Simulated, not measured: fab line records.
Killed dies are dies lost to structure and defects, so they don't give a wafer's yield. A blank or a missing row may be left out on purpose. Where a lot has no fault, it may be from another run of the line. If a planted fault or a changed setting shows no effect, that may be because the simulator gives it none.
A struck lot beside a sound one || flow n5 finfet || 14 steps out of a route of 1938
Sound: the wafers L201.1, L201.4, L201.6. Wafers struck: L209.1, L209.5, L209.6. The cause is given at the end.
Per side, at each step with rows, come the tool, then ch with its chambers, and then its first start. Under that, the readings that differ: sound wafers || struck wafers || difference of the means || sigmas: that difference in standard deviations of wafers without a fault.
alike: readings with means less than 2 such deviations apart, plus words and numbers identical on both sides. not compared: withheld readings, readings lacking a value on some wafer, bounds such as >300 that could conceal the same value, and numbers that have no deviation in the record and whose values overlap.
A row with sigmas, a row that says differs or no value, or rows on one side alone: a step with any of these is where the two part. Numbers that have no deviation but don't overlap get no sigmas and don't part them. A reading missing from all wafers of one side parts the sides only when that side holds two or more wafers.

N5_BEOL_M12_CMP_49: polishes, stops on SiOC, t overpolish 20.6 s, target thk 320 nm.
  sound on cmp-03 ch 0,2,3, day 11 12:05; struck on cmp-03 ch 2,3, day 14 01:05
  alike: barrier field endpoint s, head pressure psi, motor current A, overpolish run s, retaining ring pressure frac
N5_BEOL_M12_THK_MEAS_50: measures by xrf.
  sound on film metro-02 at day 11 12:23; struck on film metro-02 at day 14 01:22
  alike: M12_THK
then, 1 step without rows for these wafers: N5_BEOL_M12_PRE_CLEAN_52 (time 15 s).
N5_BEOL_M12_DEP_53: deposits SiCN from 3MS/NH3, target thk 30 nm, time 10.5 s.
  sound on pecvd-03 ch 0,2, day 11 12:27; struck on pecvd-02 ch 0,1, day 14 01:26
  alike: showerhead plenum p Torr, throttle valve pct
N5_BEOL_M12_RS_MEAS_54: measurement is done with a four-point probe.
  sound on film metro-01 at day 11 12:31; struck on film metro-01 at day 14 01:30
  alike: M12_RS
N5_BEOL_M12_INSPECT_55: inspects for defects (darkfield).
  sound on defect inspect-01 at day 11 12:32; struck on defect inspect-01 at day 14 01:32
  alike: raw defect count
N5_BEOL_M13_ILD_DEP_00: deposits SiOC from DEMS/O2, target thk 837.92 nm, time 166.4 s.
  sound on pecvd-04 ch 1,2, day 11 12:34; struck on pecvd-01 ch 0,2, day 14 01:34
  alike: heater power w, showerhead plenum p Torr, throttle valve pct
N5_BEOL_M13_THK_MEAS_01:
  sound on film metro-01 at day 11 12:43; struck on film metro-01 at day 14 01:43
  alike: M13_ILD_THK
then, 4 steps without rows for these wafers: N5_BEOL_M13_COAT_58 (time 60 s, resist thk 89 nm); N5_BEOL_M13_COAT_04 (resist thk 400 nm); N5_BEOL_M13_EBR_06; N5_BEOL_M13_SOFTBAKE_05 (time 60 s).
N5_BEOL_M13_EXPOSE_07: exposes mask V12.
  struck on krf scanner-01, day 14 01:51; sound on krf scanner-01 ch 0, day 11 12:59
  no value came back on the struck wafers for exposure dose mJ cm2, focus offset nm (nm); on the sound wafers exposure dose mJ cm2 reads 24.99 25.00 25.01
  alike: mask
then, 1 step without rows for these wafers: N5_BEOL_M13_PEB_08 (peb time 90 s).

## WHERE THEY PART
At N5_BEOL_M13_EXPOSE_07 and nowhere else, as far as this record goes.

WHY: the cause the simulator had injected
Skipped step whole: krf scanner-01, from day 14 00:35 on, at N5_BEOL_M13_EXPOSE_07. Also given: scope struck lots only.
